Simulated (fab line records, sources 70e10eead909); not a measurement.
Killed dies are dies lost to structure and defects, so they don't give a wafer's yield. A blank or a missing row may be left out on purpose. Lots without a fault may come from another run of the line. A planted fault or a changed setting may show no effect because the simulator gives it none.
fab line records | flow nand_harc
record lots=6 wafers=18 last_day=22
route steps=1159 shown P_ZERO_WELL@61 P_STI@69 END@1159
lots that met no fault: from a run of the same line without faults
start_h: hours from the record's first day to the start of the lot's first wafer shown | wait_h: hours since the lot's step before | " the same as in the row above | L1.1+2: a row that stands for several wafers | - no value, or no start given | * or withheld: withheld | < > ~ a bound
route shown NAME@n: a module of which the file shows steps, and the number in the route of the first | usual: mean/standard deviation of fault-free wafers | same: alike in all rows | chamber/n: place in a boat | sites: the reading at each site | _std_site: their standard deviation | _edge_site: outer sites' mean less inner sites' | radius_mm: how far each site lies from the wafer's centre | mask NAME#n: copy n | behind: the tool/chamber that last shaped the wafer | hold: why the lot was held/for how many hours/how that ended | device: the transistor (n, p or np) that didn't switch | end of line: the same wafers' tests at the end of the route | a step without rows: its recipe alone | killed: dies lost to structure and defects at the first sort, not the wafer's yield | map: a wafer's dies, x killed, . not, _ none there
set.NAME: the setting as run; set.NAME@STEP: as run at that earlier step | model.NAME: the simulator's own value behind a step, which no gauge read
lots at some steps of the route; a table a step, a row a wafer
services: from which hour (start_h, from the record's first day; less than 0 if before it) a tool's chamber was out of use, for how many hours, and why
## steps
# step NHARC_P_ZERO_WELL_DESCUM_54
# recipe time_s=3 o2_flow_sccm=200 ar_flow_sccm=0 bias_power_w=0 chemistry=O2
# usual drypump_motor_current_A=5.6/0.39 oes_product_au=1.001/0.01 rf_vpp_V=57.6/0.84 showerhead_plenum_p_Torr=1.89/0.064 throttle_valve_pct=11.310/0.0081
# columns lot.wafer tool chamber start_h wait_h drypump_motor_current_A oes_product_au rf_hours_counter_h rf_vpp_V showerhead_plenum_p_Torr throttle_valve_pct
L611.2 rie_diel-07 3 35.84 - 5.1 0.994 6 56.9 1.94 11.311
L611.1 " 0 " " 6.0 0.999 9 59.3 1.88 11.316
L611.4 " 1 " " 5.9 0.999 7 57.5 1.82 11.293
L614.2 rie_diel-05 0 53.87 - 5.4 0.987 4 58.2 1.94 11.305
L614.4 " 2 " " 5.8 0.990 5 56.6 1.87 11.318
L614.6 " 1 " " 5.0 1.003 - 58.0 1.80 11.303
L616.2 rie_diel-07 0 65.69 - 6.0 0.994 0 57.9 1.88 11.293
L616.3 " 2 " " 5.2 0.999 0 58.6 1.85 11.325
L616.6 " 0 " " 6.0 0.991 - 59.4 1.88 11.320
L617.3 rie_diel-07 0 77.83 - 6.0 0.993 1 56.2 1.88 11.321
L617.1 " 1 " " 6.0 1.019 2 58.4 1.82 11.311
L617.5 " 0 " " 6.0 1.003 - 59.1 1.88 11.336
L620.1 rie_diel-03 3 89.99 - 5.5 1.013 3 58.3 2.04 11.312
L620.3 " 0 " " 5.8 1.003 2 56.6 1.90 11.308
L620.5 " 2 " " 6.0 1.013 - 57.3 1.84 11.302
L625.4 rie_diel-07 3 119.79 - 5.0 1.009 4 58.7 1.94 11.314
L625.6 " 1 " " 6.0 1.017 - 58.7 1.82 11.306
L625.5 " 2 " " 5.2 1.006 - 56.2 1.85 11.322
# step NHARC_P_ZERO_WELL_IMPLANT_55
# recipe energy_kev=180 dose_cm2=8e+11 tilt_deg=7
# step NHARC_P_ZERO_WELL_IMPLANT_61
# recipe energy_kev=30 dose_cm2=5e+11 tilt_deg=7
# step NHARC_P_ZERO_WELL_STRIP_56
# recipe time_s=840 temp_c=130 chemistry=SPM
# step NHARC_P_ZERO_WELL_PRECLEAN_68
# recipe time_s=60 temp_c=50 bath_age_min=0 chemistry=SC1
# step NHARC_P_ZERO_WELL_SRD_69
# step NHARC_P_ZERO_WELL_RTA_42
# recipe temp_c=1100 time_s=300
# usual lamp_power_pct=40/3.3 wafer_temp_C_max=1105.7/1.4
# columns lot.wafer tool chamber start_h wait_h lamp_power_pct wafer_temp_C_max
L611.1 rtp_anneal-02 0 37.02 - 37 1105.4
L611.2 " 0 " " 37 1104.7
L611.4 " 0 " " 37 1104.7
L614.2 rtp_anneal-01 0 54.97 - 44 1105.4
L614.4 " 0 " " 44 1106.9
L614.6 " 0 " " 44 1108.4
L616.2 rtp_anneal-01 0 66.79 - 44 1106.0
L616.3 " 0 " " 44 1106.5
L616.6 " 0 " " 44 1108.5
L617.1 rtp_anneal-01 0 78.80 - 44 1108.3
L617.3 " 0 " " 44 1107.0
L617.5 " 0 " " 44 1104.9
L620.1 rtp_anneal-02 0 91.01 - 37 1104.5
L620.3 " 0 " " 37 1103.4
L620.5 " 0 " " 37 1105.1
L625.4 rtp_anneal-01 0 121.07 - 44 1105.9
L625.5 " 0 " " 44 1106.8
L625.6 " 0 " " 44 1110.8
# step NHARC_P_ZERO_WELL_INSPECT_43
# usual raw_defect_count=14/6.3
# columns lot.wafer tool chamber start_h wait_h raw_defect_count
L611.1 defect_inspect-02 - 37.69 0.6 15
L611.2 " - " " 19
L611.4 " - " " 15
L614.2 defect_inspect-02 - 55.55 0.5 29
L614.4 " - " " 14
L614.6 " - " " 14
L616.2 defect_inspect-02 - 67.37 0.5 20
L616.3 " - " " 18
L616.6 " - " " 13
L617.1 defect_inspect-02 - 79.48 0.6 24
L617.3 " - " " 10
L617.5 " - " " 11
L620.1 defect_inspect-01 - 91.69 0.6 17
L620.3 " - " " 18
L620.5 " - " " 11
L625.4 defect_inspect-01 - 121.43 0.2 10
L625.5 " - " " 9
L625.6 " - " " 9
# step NHARC_P_STI_ETCH_26
# recipe target_depth_a=110 chemistry=dHF material=SiO2
# step NHARC_P_STI_PRECLEAN_27
# recipe time_s=* temp_c=50 bath_age_min=0 chemistry=SC1
# step NHARC_P_STI_SRD_28
# step NHARC_P_STI_OXIDE_29
# recipe target_thk_a=100 temp_c=900 ox_time_s=1362 material=SiO2
# step NHARC_P_STI_HM_DEP_30
# recipe target_thk_a=800 temp_c=790 pressure_mtorr=300 time_s=873 material=Si3N4
# usual susceptor_temp_C=790.0/0.37 zone_power_centre_pct=14.0/0.35
# columns lot.wafer tool chamber start_h wait_h susceptor_temp_C zone_power_centre_pct
L611.1 lpcvd-02 1 51.75 3.6 789.4 13.5
L611.2 " 1 " " 789.8 13.7
L611.4 " 1 " " 789.8 13.6
L614.2 lpcvd-01 1 70.15 3.6 789.5 14.3
L614.4 " 1 " " 790.4 14.4
L614.6 " 1 " " 789.6 14.3
L616.2 lpcvd-02 0 82.63 3.6 790.2 13.5
L616.3 " 0 " " 789.8 14.0
L616.6 " 0 " " 790.0 13.9
L617.1 lpcvd-01 1 90.73 3.6 789.9 14.3
L617.3 " 1 " " 790.1 14.3
L617.5 " 1 " " 789.8 14.3
L620.1 lpcvd-01 1 103.02 3.6 789.9 14.2
L620.3 " 1 " " 790.2 14.3
L620.5 " 1 " " 790.1 14.2
L620.1 lpcvd-01 1 109.33 3.0 790.1 14.1
L620.3 " 1 " " 789.9 14.5
L620.5 " 1 " " 790.0 14.6
L625.4 lpcvd-01 1 132.61 3.6 790.0 14.5
L625.5 " 1 " " 789.8 14.2
L625.6 " 1 " " 789.9 14.5
L625.4 lpcvd-01 1 140.42 4.5 789.7 14.1
L625.5 " 1 " " 790.0 14.1
L625.6 " 1 " " 790.5 14.2
# step NHARC_P_STI_DEHYDRATE_01
# recipe temp_c=150 time_s=120
# step NHARC_END_SORT_01
# recipe temp_c=25
# usual killed_at_array=29/11 killed_at_other=0.7/1.1 killed_at_periphery=2.9/2.2 killed_dies=33/11 killed_open=3.1/1.8 killed_short=1.9/1.4
# same gross_dies=677
# columns lot.wafer tool chamber start_h wait_h killed_at_array killed_at_other killed_at_periphery killed_dies killed_open killed_short
L620.1 prober-01 0 505.88 2.5 29 0 648 677 3 2
L620.3 prober-01 0 507.46 3.1 20 1 656 677 1 2
L620.5 prober-01 0 509.05 3.7 27 0 650 677 5 1
L625.4 prober-02 0 536.58 3.4 26 0 651 677 5 5
L625.5 prober-02 0 537.39 3.7 20 1 656 677 1 2
L625.6 prober-02 0 538.20 4.0 22 1 654 677 2 3
# killed by level:class
L620.1 P_STI:area_dep=646 A_CHANNEL_HOLE_D1:chamber_film_flake=17 A_CHANNEL_FILL_D1:chamber_film_flake=4 A_CONTACT:chamber_film_flake=3 A_CONTACT:geometric_particle:open=2 P_CONTACT:geometric_particle:short=1 A_CHANNEL_FILL_D1:geometric_particle:short=1 A_BLC:geometric_particle:open=1
L620.3 P_STI:area_dep=655 A_CHANNEL_HOLE_D1:chamber_film_flake=15 A_STAIRCASE:chamber_film_flake=2 P_M0:geometric_particle:short=1 A_CHANNEL_FILL_D1:geometric_particle:short=1 A_M0:geometric_particle:open=1 A_CONTACT:chamber_film_flake=1 THIN_TSV:chamber_film_flake=1
L620.5 P_STI:area_dep=648 A_CHANNEL_HOLE_D1:chamber_film_flake=17 A_CONTACT:chamber_film_flake=4 A_CONTACT:geometric_particle:open=2 P_M0:geometric_particle:short=1 A_SOURCE_PLATE:geometric_particle:open=1 A_CHANNEL_HOLE_D1:geometric_particle:open=1 A_M0:geometric_particle:open=1
L625.4 P_STI:area_dep=650 A_SLIT:chamber_film_flake=6 A_CONTACT:chamber_film_flake=4 A_CHANNEL_HOLE_D1:chamber_film_flake=3 A_STAIRCASE:chamber_film_flake=3 A_ONON_D1:geometric_particle:short=2 A_SOURCE_PLATE:geometric_particle:short=1 A_ONON_D1:geometric_particle:open=1
L625.5 P_STI:area_dep=656 A_CHANNEL_HOLE_D1:chamber_film_flake=7 A_SLIT:chamber_film_flake=6 A_STAIRCASE:chamber_film_flake=2 A_CONTACT:chamber_film_flake=2 A_CHANNEL_FILL_D1:geometric_particle:short=1 A_STAIRCASE:geometric_particle:short=1 A_M1:geometric_particle:open=1
L625.6 P_STI:area_dep=652 A_CHANNEL_HOLE_D1:chamber_film_flake=7 A_SLIT:chamber_film_flake=6 A_SOURCE_PLATE:geometric_particle:short=3 A_CONTACT:chamber_film_flake=3 A_STAIRCASE:chamber_film_flake=2 P_M0:geometric_particle:open=1 A_CONTACT:geometric_particle:open=1
# map L620.1 (x killed, . not)
____________x____________
_________xxxxxxx_________
_______xxxxxxxxxxx_______
______xxxxxxxxxxxxx______
_____xxxxxxxxxxxxxxx_____
____xxxxxxxxxxxxxxxxx____
____xxxxxxxxxxxxxxxxx____
___xxxxxxxxxxxxxxxxxxx___
___xxxxxxxxxxxxxxxxxxx___
__xxxxxxxxxxxxxxxxxxxxx__
__xxxxxxxxxxxxxxxxxxxxx__
_xxxxxxxxxxxxxxxxxxxxxxx_
_xxxxxxxxxxxxxxxxxxxxxxx_
_xxxxxxxxxxxxxxxxxxxxxxx_
_xxxxxxxxxxxxxxxxxxxxxxx_
_xxxxxxxxxxxxxxxxxxxxxxx_
xxxxxxxxxxxxxxxxxxxxxxxxx
xxxxxxxxxxxxxxxxxxxxxxxxx
xxxxxxxxxxxxxxxxxxxxxxxxx
xxxxxxxxxxxxxxxxxxxxxxxxx
xxxxxxxxxxxxxxxxxxxxxxxxx
_xxxxxxxxxxxxxxxxxxxxxxx_
_xxxxxxxxxxxxxxxxxxxxxxx_
_xxxxxxxxxxxxxxxxxxxxxxx_
_xxxxxxxxxxxxxxxxxxxxxxx_
_xxxxxxxxxxxxxxxxxxxxxxx_
__xxxxxxxxxxxxxxxxxxxxx__
__xxxxxxxxxxxxxxxxxxxxx__
___xxxxxxxxxxxxxxxxxxx___
___xxxxxxxxxxxxxxxxxxx___
____xxxxxxxxxxxxxxxxx____
____xxxxxxxxxxxxxxxxx____
_____xxxxxxxxxxxxxxx_____
______xxxxxxxxxxxxx______
_______xxxxxxxxxxx_______
_________xxxxxxx_________
____________x____________
# map L625.4 (x killed, . not)
____________x____________
_________xxxxxxx_________
_______xxxxxxxxxxx_______
______xxxxxxxxxxxxx______
_____xxxxxxxxxxxxxxx_____
____xxxxxxxxxxxxxxxxx____
____xxxxxxxxxxxxxxxxx____
___xxxxxxxxxxxxxxxxxxx___
___xxxxxxxxxxxxxxxxxxx___
__xxxxxxxxxxxxxxxxxxxxx__
__xxxxxxxxxxxxxxxxxxxxx__
_xxxxxxxxxxxxxxxxxxxxxxx_
_xxxxxxxxxxxxxxxxxxxxxxx_
_xxxxxxxxxxxxxxxxxxxxxxx_
_xxxxxxxxxxxxxxxxxxxxxxx_
_xxxxxxxxxxxxxxxxxxxxxxx_
xxxxxxxxxxxxxxxxxxxxxxxxx
xxxxxxxxxxxxxxxxxxxxxxxxx
xxxxxxxxxxxxxxxxxxxxxxxxx
xxxxxxxxxxxxxxxxxxxxxxxxx
xxxxxxxxxxxxxxxxxxxxxxxxx
_xxxxxxxxxxxxxxxxxxxxxxx_
_xxxxxxxxxxxxxxxxxxxxxxx_
_xxxxxxxxxxxxxxxxxxxxxxx_
_xxxxxxxxxxxxxxxxxxxxxxx_
_xxxxxxxxxxxxxxxxxxxxxxx_
__xxxxxxxxxxxxxxxxxxxxx__
__xxxxxxxxxxxxxxxxxxxxx__
___xxxxxxxxxxxxxxxxxxx___
___xxxxxxxxxxxxxxxxxxx___
____xxxxxxxxxxxxxxxxx____
____xxxxxxxxxxxxxxxxx____
_____xxxxxxxxxxxxxxx_____
______xxxxxxxxxxxxx______
_______xxxxxxxxxxx_______
_________xxxxxxx_________
____________x____________
## services
# columns tool chamber start_h hours kind
rie_diel-07 0 30.20 - clean
rie_diel-07 1 30.20 - clean
rie_diel-07 2 30.20 - clean
rie_diel-07 3 30.20 - clean
rie_diel-03 - 38.30 9.0 pm
rie_diel-07 - 51.20 9.0 pm
rie_diel-07 0 51.20 9.0 vent_cycle
rie_diel-07 1 51.20 9.0 vent_cycle
rie_diel-07 2 51.20 9.0 vent_cycle
rie_diel-07 3 51.20 9.0 vent_cycle
rie_diel-07 0 60.20 - clean
rie_diel-07 1 60.20 - clean
rie_diel-07 2 60.20 - clean
rie_diel-07 3 60.20 - clean
rie_diel-07 0 84.70 - clean
rie_diel-07 1 84.70 - clean
rie_diel-07 2 84.70 - clean
rie_diel-07 3 84.70 - clean
rie_diel-07 0 109.20 - clean
rie_diel-07 1 109.20 - clean
rie_diel-07 2 109.20 - clean
rie_diel-07 3 109.20 - clean
rie_diel-07 0 133.70 - clean
rie_diel-03 2 134.41 12.3 repair
## key
first_sign step=NHARC_P_STI_HM_DEP_30 reading=visit direction=added
effect step=NHARC_END_SORT_01 reading=killed_at_periphery direction=up sigmas=99+ usual=2.9 struck=652.5
more_kills_born_at NHARC_P_STI_HM_DEP_30@lpcvd-01=3907
met_at NHARC_P_STI_HM_DEP_30
struck_wafers L620.1,L620.3,L620.5,L625.4,L625.5,L625.6
later_rows_left_out L620.1,L620.3,L620.5,L625.4,L625.5,L625.6
tester_left_out L620,L625
fault kind=repeated_step_whole tool=lpcvd-01,lpcvd-02 chamber=- onset_h=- steps=NHARC_P_STI_HM_DEP_30 times=1 scope=struck_lots_only
# tester_left_out: of these lots the tester's yield and bins aren't shown, on N5 and GAA mostly nor the transistor test; their killed dies are dies lost to structure and defects alone, not to doping, threshold or leakage, so they don't give the yield
# later_rows_left_out: the simulator's readings of these wafers behind a module that went badly wrong aren't trusted and aren't shown, but for the sort
